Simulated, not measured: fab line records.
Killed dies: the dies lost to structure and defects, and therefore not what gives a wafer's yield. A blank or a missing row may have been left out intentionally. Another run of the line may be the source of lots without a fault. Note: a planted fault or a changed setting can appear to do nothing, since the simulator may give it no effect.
Matching of chambers | flow n5 finfet | cmp-01 running N5_BEOL_M6_CMP_52: 4 sister chambers
The step polishes, stops on SiCOH lowk, t overpolish 6.9 s, target thk 80 nm. 4 wafers are shown with their chamber, then 11 later ones without.

WAFERS WITH THEIR CHAMBER
wafer  | chamber | motor current A (A)
L084.3 | 1       | 6.9
L087.2 | 2       | 6.9
L087.3 | 3       | 6.1
L090.1 | 0       | 6.6

WAFERS WITH NO CHAMBER GIVEN
wafer  | motor current A (A)
L090.2 | 6.6
L090.3 | 6.5
L091.1 | 6.5
L091.2 | 7.0
L091.5 | 6.5
L096.1 | 6.9
L096.2 | 7.1
L096.6 | 7.0
L097.1 | 6.0
L097.2 | 6.9
L097.4 | 6.7

WHICH CHAMBER EACH ONE RAN IN
wafer  | from the rows above          | in truth
L090.2 | 0                            | 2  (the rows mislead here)
L090.3 | 0                            | 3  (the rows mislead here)
L091.1 | 0                            | 0
L091.2 | can't be placed: 1 or 2      | 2
L091.5 | 0                            | 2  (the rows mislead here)
L096.1 | can't be placed: 1 or 2      | 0
L096.2 | can't be placed: 1 or 2      | 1
L096.6 | can't be placed: 1 or 2      | 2
L097.1 | 3                            | 3
L097.2 | can't be placed: 1 or 2      | 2
L097.4 | can't be placed: 0 or 1 or 2 | 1
Placed correctly: 2 of 11. Not placeable from these rows: 6 (in 5, the candidates include the true chamber). Wrongly placed: 3.
How it was worked out, from the rows above alone: a wafer's distance from a chamber is the root of the sum, over the readings, of the square of ((its reading less the chamber's mean) divided by the reading's scatter). The wafer belongs to the nearest chamber; if the next one is less than 2 further off, it can't be placed. For every chamber, the mean is computed from those of its wafers that are shown. The scatter (one wafer shown for each chamber): square how far every hidden wafer sits from the nearest shown wafer, average those squares and take the square root.
